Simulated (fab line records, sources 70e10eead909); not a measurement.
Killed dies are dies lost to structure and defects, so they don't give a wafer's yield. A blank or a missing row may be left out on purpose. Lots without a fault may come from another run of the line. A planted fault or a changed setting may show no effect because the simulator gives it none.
Which tool did it? | flow nand_harc | 12 lots, 36 wafers sampled, at 5 steps of a route of 1302

WHAT THE GAUGES READ, wafer by wafer
NHARC_P_M1_CD_MEAS_09: target cd 130 nm.
lot  | measured     | on        | cd_nm (nm)
L075 | day 6 09:27  | cd_sem-03 | 129.9 130.3 130.0
L077 | day 7 08:03  | cd_sem-02 | 129.8 130.3 129.7
L079 | day 8 02:45  | cd_sem-01 | 129.8 130.6 130.4
L081 | day 9 04:41  | cd_sem-03 | 129.2 130.0 130.1
L083 | day 10 03:59 | cd_sem-02 | 129.6 129.5 129.8
L084 | day 10 17:04 | cd_sem-01 | 129.2 129.2 129.1
L087 | day 11 16:10 | cd_sem-02 | 129.5 129.8 129.7
L088 | day 12 08:12 | cd_sem-02 | 129.6 130.2 130.1
L091 | day 13 08:07 | cd_sem-02 | 131.0 131.0 130.6
L093 | day 14 04:22 | cd_sem-01 | 130.1 130.4 130.3
L095 | day 14 23:39 | cd_sem-02 | 129.5 129.0 130.2
L097 | day 16 01:41 | cd_sem-02 | 129.7 129.8 130.1

WHICH TOOL RAN EACH LOT (tool, then ch and the chambers of the sampled wafers, then the start)
lot  | NHARC_P_GATE_DESCUM_48             | NHARC_P_GATE_RTA_82              | NHARC_P_CONTACT_ETCH_35            | NHARC_P_M0_DEP_32
L075 | rie_diel-13 ch 1,2,3, day 5 17:36  | rtp_anneal-01 ch 0, day 5 23:47  | rie_diel-08 ch 0,2,3, day 6 01:43  | pecvd-01 ch 0,1,2, day 6 08:25
L077 | rie_diel-13 ch 1,3, day 6 15:52    | rtp_anneal-02 ch 0, day 6 22:11  | rie_diel-11 ch 0,1,3, day 7 00:05  | pecvd-03 ch 1,2, day 7 06:47
L079 | rie_diel-13 ch 0,1,3, day 7 10:37  | rtp_anneal-02 ch 0, day 7 17:00  | rie_diel-11 ch 0,2,3, day 7 19:03  | pecvd-03 ch 0,1, day 8 01:40
L081 | rie_diel-13 ch 0,2, day 8 12:49    | rtp_anneal-01 ch 0, day 8 18:46  | rie_diel-11 ch 0,1, day 8 20:50    | pecvd-04 ch 0,1, day 9 03:23
L083 | rie_diel-13 ch 0,1, day 9 10:30    | rtp_anneal-02 ch 0, day 9 17:59  | rie_diel-08 ch 0,1,3, day 9 20:03  | pecvd-03 ch 0,1,2, day 10 02:47
L084 | rie_diel-13 ch 0,1,2, day 10 01:01 | rtp_anneal-02 ch 0, day 10 07:14 | rie_diel-07 ch 0,1, day 10 09:06   | pecvd-04 ch 0,1,2, day 10 15:56
L087 | rie_diel-13 ch 0,2,3, day 11 00:06 | rtp_anneal-01 ch 0, day 11 06:23 | rie_diel-11 ch 0,1,2, day 11 08:26 | pecvd-03 ch 0,2, day 11 15:02
L088 | rie_diel-13 ch 1,2,3, day 11 15:13 | rtp_anneal-01 ch 0, day 11 22:07 | rie_diel-07 ch 1,2,3, day 12 00:10 | pecvd-01 ch 0,1, day 12 06:55
L091 | rie_diel-04 ch 1,2,3, day 12 15:46 | rtp_anneal-02 ch 0, day 12 22:05 | rie_diel-07 ch 1,2,3, day 13 00:09 | pecvd-04 ch 0,1,2, day 13 06:55
L093 | rie_diel-04 ch 0,1,2, day 13 12:15 | rtp_anneal-02 ch 0, day 13 18:19 | rie_diel-07 ch 1,2,3, day 13 20:22 | pecvd-04 ch 0,1,2, day 14 03:07
L095 | rie_diel-04 ch 1,2,3, day 14 07:33 | rtp_anneal-01 ch 0, day 14 13:47 | rie_diel-11 ch 0,2,3, day 14 15:44 | pecvd-04 ch 1,2, day 14 22:25
L097 | rie_diel-02 ch 1,2,3, day 15 09:18 | rtp_anneal-02 ch 0, day 15 15:39 | rie_diel-08 ch 0,1,3, day 15 17:44 | pecvd-04 ch 1,2, day 16 00:26
- NHARC_P_GATE_DESCUM_48: chemistry O2, time 3 s.
- NHARC_P_GATE_RTA_82: time 30 s.
- NHARC_P_CONTACT_ETCH_35: etches the open film in CF4, target depth 39 nm, time 65 s.
- NHARC_P_M0_DEP_32: deposits SiCN, target thk 30 nm.

THE ANSWER, worked out from the rows above alone
Rule: what is usual is taken from the lots themselves. Put in order of their means at a reading, lots are off if they are a third of the lots or fewer, leave a main group of 4 or more, and stand apart from it by a gap of 3 or more times the standard deviation of the main group's means; of several such gaps the widest counts. A main group whose means are all the same, to the digits that the tables above print for the reading, isn't used. A lot without any number at a reading at which 4 lots or more have one is off too. The other lots that the step has rows for count as sound.
No lot is off at any reading shown: from this, nothing can be told.

WHAT THE SIMULATOR HAD PUT IN
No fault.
